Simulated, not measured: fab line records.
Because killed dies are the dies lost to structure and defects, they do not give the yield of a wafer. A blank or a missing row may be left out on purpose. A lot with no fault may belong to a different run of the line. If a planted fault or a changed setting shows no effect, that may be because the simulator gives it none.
2 desks looking at one fault ; flow nand-harc ; each desk has only its own numbers; what lay behind them comes last

## THE TOOL OWNER'S DESK: pecvd-01
The tool's own readings at NHARC_A_ONON_D1_DEP_33 (deposits SiO2, target thk 200 nm): means of the sampled wafers that have a number, for each lot that ran on this tool. The brackets show how far a lot's mean lies from the usual mean; more than 4 standard deviations puts the lot out of limits, marked OUT.
Columns: A = heater-power-w at NHARC_A_ONON_D1_DEP_33, usual 555 W; B = rf-fwd-power-W at NHARC_A_ONON_D1_DEP_33, usual 898.1 W; C = throttle-valve-pct at NHARC_A_ONON_D1_DEP_33, usual 16.0 %
lot;first seen here;A;B;C
L682;day 8 19:12;597;901.1;16.4
L689;day 11 13:46;575;898.1;16.3
L691;day 12 14:37;679;895.0;16.8
L699;day 16 03:56;575;897.1;16.6
L701;day 16 11:29;500;896.8;16.7
L702;day 17 04:09;533;895.9;16.7
L703;day 17 19:25;511;900.3;16.2
This desk found nothing out of limits on any of the 7 lots.

## THE DEFECT DESK
Counts from the inspections along the route, per lot, as means over the sampled wafers that have a number. The brackets show how far a lot's mean lies from the usual mean; more than 4 standard deviations puts the lot out of limits, marked OUT.
Columns: A = raw-defect-count at NHARC_A_ZERO_WELL_INSPECT_17, usual 9; B = raw-defect-count at NHARC_A_ONON_D1_INSPECT_32, usual 70
lot;first seen here;A;B
L681;day 6 17:56;14;65
L682;day 7 10:25;12;54
L683;day 7 12:50;10;49
L689;day 10 02:29;8;746 (+27) OUT
L691;day 11 03:58;8;749 (+27) OUT
L693;day 11 17:59;10;63
L697;day 13 14:25;12;53
L699;day 14 16:16;11;72
L701;day 14 22:07;12;57
L700;day 14 22:47;5;58
L702;day 15 10:25;8;42
L703;day 16 03:51;7;54
Finding of this desk: L689, L691 out of limits; the first was L689 at day 11 14:16, on raw-defect-count at NHARC_A_ONON_D1_INSPECT_32. L681, L682, L683, L693, L697, L699, L701, L700, L702, L703: within limits.

## ALL TOGETHER
The defect desk could have raised an alarm at day 11 14:16, on L689, L691.
The tool owner's desk saw nothing out of limits.
On record at the tool owner's desk: L689, L691, within its limits.
Every lot named ran NHARC_A_ONON_D1_DEP_33 on pecvd-01.

## WHAT WAS PUT IN BY THE SIMULATOR
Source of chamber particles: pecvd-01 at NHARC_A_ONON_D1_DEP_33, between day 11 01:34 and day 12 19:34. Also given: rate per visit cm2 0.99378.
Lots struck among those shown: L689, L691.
Hours from the fault's start to each desk's first reading out of limits: the defect desk, 13.
